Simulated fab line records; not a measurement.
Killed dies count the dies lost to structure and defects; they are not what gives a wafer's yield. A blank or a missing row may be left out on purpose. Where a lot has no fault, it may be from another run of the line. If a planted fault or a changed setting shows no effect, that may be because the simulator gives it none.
fab line records	flow nand_harc
[record] lots = 13	wafers = 39	last_day = 24
route steps=1159 shown P_CONTACT@237
lots that met no fault: from a run of the same line without faults
start_h: hours from the record's first day to the start of the lot's first wafer shown	wait_h: hours elapsed since this lot's preceding step	" as in the row above	L1.1+2: several wafers, shown together as one row	- no value, or no start given	* or withheld: withheld	< > ~ a bound
route shown NAME@n: names a module that has steps shown in the file, with the first one's number in the route	usual: mean and standard deviation over wafers with no fault	same: alike in all rows	chamber/n: place in a boat	sites: per-site readings	_std_site: standard deviation across them	_edge_site: outer sites' mean less inner sites'	radius_mm: how far each site lies from the wafer's centre	mask NAME#n: copy n	behind: tool/chamber where the wafer was last shaped	hold: the reason the lot was held/the length of the hold in hours/how it ended	device: the transistor (n, p or np) that didn't switch	end of line: the route-end tests of the same wafers	a step without rows: its recipe alone	killed: dies that structure and defects cost at the first sort, which is not the same as the wafer's yield	map: the dies of a wafer, with x for killed, . for not killed, _ for no die there
set.NAME: the setting that was run; set.NAME@STEP: the one run at that earlier step	model.NAME: the simulator's own value behind a step, which no gauge read
a sample of lots followed through the steps of the route, with each step as a table and each wafer as a row
services: from which hour (start_h, from the record's first day; less than 0 if before it) a tool's chamber was out of use, for how many hours, and why
[[steps]]
[step NHARC_P_CONTACT_ETCH_36]
[recipe] target_depth_a = 2600	over_etch_frac = 0.25	time_s = 406.25	ion_energy_ev = 200	n2_flow_sccm = 150	h2_flow_sccm = 150	ar_flow_sccm = 0	rf_w = 400	bias_w = 150	chemistry = N2/H2
[usual] bias_w = 150.0/0.44	drypump_motor_current_A = 5.8/0.44	mfc_ar_sccm = 0.001/0.0033	oes_product_au = 1.001/0.0097	rf_vpp_V = 431.5/2.1	showerhead_plenum_p_Torr = 2.07/0.074	throttle_valve_pct = 14.171/0.0096
[same] time_s = 406.25
lot.wafer	tool	chamber	start_h	wait_h	bias_w	drypump_motor_current_A	mfc_ar_sccm	oes_product_au	rf_hours_counter_h	rf_vpp_V	showerhead_plenum_p_Torr	throttle_valve_pct
L386.2	rie_diel-10	2	-	-	149.7	5.5	0	0.992	10	431.5	2.05	14.163
L386.1	"	3	"	"	149.8	6.0	0	0.997	9	428.5	1.96	14.166
L386.3	"	0	"	"	149.6	5.8	0	0.992	10	428.5	1.98	14.173
L385.2	rie_diel-07	3	-	-	150.2	5.1	0.004	0.990	20	431.2	2.07	14.179
L385.3	"	0	"	"	150.5	5.3	0	0.999	19	433.1	2.12	14.177
L385.5	"	3	"	"	149.8	5.1	0.004	0.975	-	430.7	2.07	14.175
L387.3	rie_diel-07	1	-	-	150.6	6.7	0	0.995	20	429.4	2.05	14.157
L387.2	"	0	"	"	150.4	5.4	0	0.999	20	432.5	2.12	14.175
L387.5	"	2	"	"	150.4	6.2	0	0.990	-	429.8	2.01	14.165
L390.1	rie_diel-04	0	-	-	150.2	4.9	0	1.000	2	431.9	2.09	14.173
L390.2	"	3	"	"	150.6	6.2	0	1.006	3	432.0	2.14	14.155
L390.4	"	3	"	"	150.8	6.2	0	1.008	-	431.6	2.14	14.174
L398.3	rie_diel-04	2	-	-	150.6	5.7	0.009	1.016	9	433.6	2.18	14.206
L398.5	"	0	"	"	149.3	4.8	0	0.993	-	431.0	2.09	14.155
L398.6	"	1	"	"	149.9	5.9	0	1.004	-	433.5	2.15	14.164
L401.4	rie_diel-04	3	-	-	149.3	6.2	0	1.007	10	431.8	2.14	14.170
L401.3	"	1	"	"	149.5	5.9	0	1.004	7	435.2	2.15	14.164
L401.1	"	2	"	"	149.9	5.6	0.009	1.007	10	434.1	2.18	14.155
L400.4	rie_diel-10	3	-	-	150.3	6.0	0	1.017	4	428.2	1.95	14.161
L400.1	"	1	"	"	149.7	6.1	0	1.004	4	430.1	2.02	14.159
L400.5	"	3	"	"	150.2	6.0	0	1.007	-	426.5	1.95	14.156
L402.2	rie_diel-04	2	-	-	149.4	5.6	0.009	1.025	11	433.5	2.18	14.171
L402.1	"	3	"	"	150.5	6.2	0	1.019	11	433.8	2.13	14.183
L402.4	"	0	"	"	149.6	4.9	0	1.013	11	431.3	2.08	14.181
L403.1	rie_diel-10	3	-	-	149.8	6.0	0	1.004	4	427.5	1.95	14.188
L403.3	"	2	"	"	149.8	5.5	0	0.980	4	431.4	2.05	14.166
L403.6	"	0	"	"	150.4	5.8	0	1.001	-	428.5	1.98	14.184
L404.4	rie_diel-10	1	-	-	149.3	6.1	0	0.994	6	430.7	2.02	14.175
L404.2	"	2	"	"	149.9	5.5	0	0.987	5	430.2	2.05	14.171
L404.3	"	3	"	"	149.5	6.0	0	1.016	5	427.7	1.95	14.158
L405.3	rie_diel-04	1	-	-	150.4	5.9	0	1.010	9	434.2	2.15	14.167
L405.6	"	2	"	"	150.7	5.6	0.009	1.009	-	435.7	2.17	14.177
L405.5	"	3	"	"	150.2	6.2	0	0.999	-	432.7	2.13	14.181
L406.1	rie_diel-04	2	-	-	149.5	5.6	0.009	1.005	14	433.5	2.17	14.166
L406.5	"	1	"	"	150.1	5.9	0	1.001	-	432.9	2.15	14.181
L406.6	"	2	"	"	149.8	5.7	0.009	1.009	-	433.4	2.17	14.158
L407.1	rie_diel-10	0	-	-	149.6	5.9	0	1.008	7	428.9	1.98	14.160
L407.2	"	2	"	"	149.2	5.5	0	0.989	7	432.2	2.05	14.167
L407.3	"	3	"	"	150.2	6.0	0	1.004	7	428.6	1.95	14.174
[step NHARC_P_CONTACT_PVD_32]
[recipe] target_thk_a = 50	chamber_pressure_pa = 5	power_w = 5000	substrate_temp_c = 200	time_s = 17.7	material = Ti
[usual] throttle_valve_pct = 29.9/1.4
[same] time_s = 17.7
lot.wafer	tool	chamber	start_h	wait_h	throttle_valve_pct
L386.1	pvd_sputter-03	-	118.41	-	31.0
L386.3	"	-	"	"	30.8
L386.2	"	-	"	"	30.1
L386.1	pvd_sputter-03	-	118.67	-	30.8
L386.3	"	-	"	"	31.3
L386.2	"	-	"	"	30.6
L385.3	pvd_sputter-03	-	118.74	-	30.9
L385.2	"	-	"	"	28.1
L385.5	"	-	"	"	30.8
L387.3	pvd_sputter-03	-	120.13	-	28.2
L387.2	"	-	"	"	31.1
L387.5	"	-	"	"	27.9
L390.1	pvd_sputter-01	-	143.43	-	27.1
L390.4	"	-	"	"	30.0
L390.2	"	-	"	"	32.5
L390.1	pvd_sputter-01	-	143.69	-	27.1
L390.4	"	-	"	"	30.3
L390.2	"	-	"	"	32.7
L398.3	pvd_sputter-03	-	203.93	-	30.9
L398.6	"	-	"	"	31.3
L398.5	"	-	"	"	27.8
L401.1	pvd_sputter-03	-	215.54	-	30.8
L401.4	"	-	"	"	30.7
L401.3	"	-	"	"	30.5
L400.4	pvd_sputter-01	-	216.30	-	32.0
L400.1	"	-	"	"	27.2
L400.5	"	-	"	"	30.3
L402.4	pvd_sputter-03	-	219.45	-	30.8
L402.1	"	-	"	"	30.6
L402.2	"	-	"	"	30.8
L403.3	pvd_sputter-03	-	221.69	-	27.7
L403.1	"	-	"	"	30.8
L403.6	"	-	"	"	30.9
L404.2	pvd_sputter-02	-	231.28	-	29.7
L404.4	"	-	"	"	29.5
L404.3	"	-	"	"	29.6
L405.3	pvd_sputter-02	-	241.42	-	29.6
L405.6	"	-	"	"	29.8
L405.5	"	-	"	"	29.6
L406.1	pvd_sputter-02	-	245.24	-	30.7
L406.5	"	-	"	"	29.8
L406.6	"	-	"	"	29.9
L407.3	pvd_sputter-01	-	245.65	-	32.1
L407.1	"	-	"	"	29.2
L407.2	"	-	"	"	30.3
[step NHARC_P_CONTACT_ALD_22]
[recipe] target_thk_a = 30	pulse_time_s = 1	ald_cycles = 150	temp_c = 450	material = TiN
[usual] heater_power_w = 1086/110	precursor_pulse_height_rel = 0.999/0.016
lot.wafer	tool	chamber	start_h	wait_h	heater_power_w	precursor_pulse_height_rel
L386.1	ald_metal-03	0	118.81	-	1144	0.976
L386.3	"	2	"	"	1020	0.975
L386.2	"	3	"	"	931	1.003
L385.2	ald_metal-04	2	118.87	-	1068	0.995
L385.3	"	0	"	"	1150	0.987
L385.5	"	2	"	"	1078	1.002
L387.3	ald_metal-04	0	120.26	-	1132	0.991
L387.2	"	1	"	"	894	1.022
L387.5	"	0	"	"	1120	0.998
L390.4	ald_metal-01	1	143.83	-	1207	0.997
L390.1	"	2	"	"	1267	1.009
L390.2	"	3	"	"	1127	1.013
L398.3	ald_metal-03	2	204.06	-	1002	1.011
L398.6	"	1	"	"	1122	0.955
L398.5	"	2	"	"	1001	1.009
L401.4	ald_metal-01	1	215.66	-	1167	1.026
L401.3	"	3	"	"	1095	1.018
L401.1	"	0	"	"	1086	0.950
L400.1	ald_metal-04	2	216.41	-	1107	0.998
L400.4	"	0	"	"	1126	1.007
L400.5	"	1	"	"	901	1.001
L402.1	ald_metal-03	1	219.59	-	1129	1.007
L402.2	"	2	"	"	1006	1.016
L402.4	"	3	"	"	899	0.987
L403.3	ald_metal-03	3	221.84	-	890	1.022
L403.1	"	0	"	"	1096	1.014
L403.6	"	1	"	"	1152	1.003
L404.2	ald_metal-03	1	231.40	-	1109	0.995
L404.3	"	3	"	"	894	0.992
L404.4	"	0	"	"	1070	0.998
L405.3	ald_metal-03	1	241.58	-	1139	1.001
L405.6	"	3	"	"	914	0.993
L405.5	"	0	"	"	1091	1.004
L406.1	ald_metal-03	3	245.35	-	911	1.008
L406.6	"	2	"	"	970	0.998
L406.5	"	3	"	"	881	0.988
L407.2	ald_metal-01	1	245.78	-	1208	1.000
L407.3	"	2	"	"	1288	0.996
L407.1	"	3	"	"	1127	1.006
[step NHARC_P_CONTACT_INSPECT_27]
[usual] raw_defect_count = 278/120
lot.wafer	tool	chamber	start_h	wait_h	raw_defect_count
L386.1	defect_inspect-01	-	124.48	0.1	403
L386.2	"	-	"	"	327
L386.3	"	-	"	"	219
L385.2	defect_inspect-02	-	128.09	0.1	205
L385.3	"	-	"	"	237
L385.5	"	-	"	"	272
L387.2	defect_inspect-01	-	129.29	0.1	180
L387.3	"	-	"	"	258
L387.5	"	-	"	"	259
L390.1	defect_inspect-02	-	145.09	0.1	148
L390.2	"	-	"	"	392
L390.4	"	-	"	"	124
L398.3	defect_inspect-01	-	211.80	0.1	188
L398.5	"	-	"	"	198
L398.6	"	-	"	"	238
L401.1	defect_inspect-02	-	216.90	0.1	209
L401.3	"	-	"	"	283
L401.4	"	-	"	"	185
L400.1	defect_inspect-01	-	217.65	0.1	183
L400.4	"	-	"	"	205
L400.5	"	-	"	"	557
L402.1	defect_inspect-01	-	220.83	0.1	246
L402.2	"	-	"	"	371
L402.4	"	-	"	"	222
L403.1	defect_inspect-02	-	223.08	0.1	194
L403.3	"	-	"	"	167
L403.6	"	-	"	"	256
L404.2	defect_inspect-02	-	234.60	0.1	114
L404.3	"	-	"	"	211
L404.4	"	-	"	"	190
L405.3	defect_inspect-02	-	245.86	0.1	189
L405.5	"	-	"	"	238
L405.6	"	-	"	"	183
L406.1	defect_inspect-02	-	246.83	0.1	432
L406.5	"	-	"	"	414
L406.6	"	-	"	"	241
L407.1	defect_inspect-02	-	251.61	0.1	417
L407.2	"	-	"	"	604
L407.3	"	-	"	"	288
[[services]]
tool	chamber	start_h	hours	kind
rie_diel-10	2	92.99	6.9	repair
ald_metal-01	-	102.00	10.0	pm
pvd_sputter-03	-	102.00	10.0	pm
rie_diel-10	3	104.98	9.9	repair
rie_diel-07	0	108.15	1.7	repair
rie_diel-04	-	111.92	9.0	pm
pvd_sputter-02	-	124.96	1.4	repair
rie_diel-04	1	129.67	19.8	repair
pvd_sputter-01	-	131.36	2.0	repair
pvd_sputter-01	-	143.99	1.0	repair
ald_metal-03	-	144.00	10.0	pm
ald_metal-03	0	144.00	10.0	vent_cycle
pvd_sputter-01	-	158.07	10.0	pm
rie_diel-10	-	176.50	9.0	pm
pvd_sputter-02	-	182.51	2.1	repair
pvd_sputter-02	-	192.38	2.9	repair
rie_diel-10	0	201.07	1.8	repair
ald_metal-03	-	214.30	2.0	repair
pvd_sputter-02	-	215.40	10.0	pm
pvd_sputter-01	-	217.98	2.5	repair
rie_diel-07	2	220.26	4.4	repair
ald_metal-04	-	228.00	10.0	pm
rie_diel-07	-	228.35	9.0	pm
ald_metal-01	1	240.23	2.9	repair
[[key]]
[first_sign] step = NHARC_P_CONTACT_PVD_32	reading = visit	direction = added
effect none on later readings
met_at NHARC_P_CONTACT_PVD_32
struck_lots L386,L390
tester_left_out L386,L390
not_acting_at NHARC_P_CONTACT_ETCH_36,NHARC_P_CONTACT_ALD_22,NHARC_P_CONTACT_INSPECT_27
[fault] kind = repeated_step_whole	tool = pvd_sputter-01,pvd_sputter-02,pvd_sputter-03	chamber = -	onset_h = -	steps = NHARC_P_CONTACT_PVD_32	times = 1	scope = struck_lots_only
// tester_left_out: of these lots the tester's yield and bins aren't shown, on N5 and GAA mostly nor the transistor test; their killed dies are dies lost to structure and defects alone, not to doping, threshold or leakage, so they don't give the yield
